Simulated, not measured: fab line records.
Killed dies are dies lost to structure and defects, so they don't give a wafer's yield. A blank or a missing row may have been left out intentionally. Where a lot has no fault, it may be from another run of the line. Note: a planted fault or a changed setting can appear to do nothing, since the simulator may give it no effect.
Split-lot experiment    flow n5-finfet    21 wafers read from 7 lots, route of 1938 steps

## ABOUT THE SPLIT
At N5_MOL_CONTACT_COAG_COAT_64 (time 60 s, resist thk 10 nm), the setting spin-rpm was moved away from the recipe's 1500 rpm on 3 of the 21 wafers read, by -3.4% to +5.1%. This setting was run at the recipe's value on the other wafers.

## FROM THE SPLIT TO THE READING: what the file shows between them, 1 step
- N5_MOL_CONTACT_COAG_DESCUM_45: chemistry O2, time 7 s (also split here: time-s)

## THE READING
etch.depth-nm (the simulator's own value, which no gauge read), in nm, at N5_MOL_CONTACT_COAG_ETCH_65 (etches underlayer in N2/H2, target depth 13 nm, time 10.4 s). No usual value for it is given in the file. Here, 18 wafers ran the recipe; their average is 9.998 nm with a standard deviation of 0.033 nm.

wafer   tool, chamber at the split  spin-rpm as run, rpm  against the recipe  etch.depth-nm, nm  against lot-mates on the recipe
L076.2  litho-track-05, 0           1500                  recipe              9.977              -
L076.5  litho-track-05, 0           1500                  recipe              9.962              -
L076.6  litho-track-05, 0           1500                  recipe              10                 -
L077.1  litho-track-05, 0           1500                  recipe              9.973              -
L077.3  litho-track-05, 0           1500                  recipe              9.966              -
L077.5  litho-track-05, 0           1500                  recipe              9.975              -
L083.3  litho-track-02, 0           1577                  +5.1%               9.723              -0.274
L083.5  litho-track-02, 0           1500                  recipe              10.01              -
L083.6  litho-track-02, 0           1500                  recipe              9.983              -
L084.2  litho-track-02, 0           1500                  recipe              9.96               -
L084.5  litho-track-02, 0           1500                  recipe              9.995              -
L084.6  litho-track-02, 0           1500                  recipe              9.961              -
L088.4  litho-track-05, 0           1500                  recipe              10.03              -
L088.5  litho-track-05, 0           1500                  recipe              10.04              -
L088.6  litho-track-05, 0           1500                  recipe              9.988              -
L095.2  litho-track-05, 0           1449                  -3.4%               10.15              +0.163
L095.5  litho-track-05, 0           1500                  recipe              9.987              -
L095.6  litho-track-05, 0           1449                  -3.4%               10.15              +0.163
L097.3  litho-track-02, 0           1500                  recipe              10.03              -
L097.4  litho-track-02, 0           1500                  recipe              10.05              -
L097.5  litho-track-02, 0           1500                  recipe              10.07              -

FIT RESULTS
A straight line over all 21 wafers: etch.depth-nm changes by -0.0495 nm for each +1% of spin-rpm; r = -0.93; the points scatter about the line by 0.032 nm.
The same after taking each lot's own level away (the mean of its wafers on the recipe; 21 wafers): -0.0508 nm for each +1%; r = -0.98; scatter 0.015 nm.
On that fit, the largest move of spin-rpm shifts the reading by 0.26 nm.
The lots' own levels span 9.9713 to 10.0500 nm, that is 2.4 times the standard deviation above.
Consequently the slope shifts little with the lot-to-lot level, the two slopes agreeing.
Check: with one of the wafers moved furthest among these (+5.1%) left out of the fit, the line predicts -0.246 nm for it against its lot-mates. It came out at -0.274 nm against them.

## OTHER SPLITS ON THESE WAFERS
Before the reading, these wafers also passed through other splits. Each is held against what the fit with the lots' levels taken away leaves over:
other split on the same wafers             wafers away from the commonest value  r with etch.depth-nm (lot level and that fit taken away)
N5_PMOS_HMC_CHANNEL_EPI_PEB_07 peb-temp-c  4                                     +0.05
N5_FIN_SAQP_SPACER2_ALD_28 temp-c          5                                     +0.05
N5_FIN_CUT_CUT_ETCH_15 time-s              6                                     +0.03
N5_DUMMY_GATE_COAT_09 spin-rpm             5                                     -0.18
N5_DUMMY_GATE_ETCH_37 source-w             6                                     +0.14
N5_HKMG_FIN_COAT_06 spin-rpm               12                                    -0.24
N5_MOL_CONTACT_COAG_ALD_20 ald-cycles      10                                    +0.01
N5_MOL_CONTACT_COAG_DESCUM_45 time-s       8                                     -0.13

## FILE'S OWN FIT
etch.depth-nm changes by -0.0512 nm for each +1% of spin-rpm, r = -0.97.
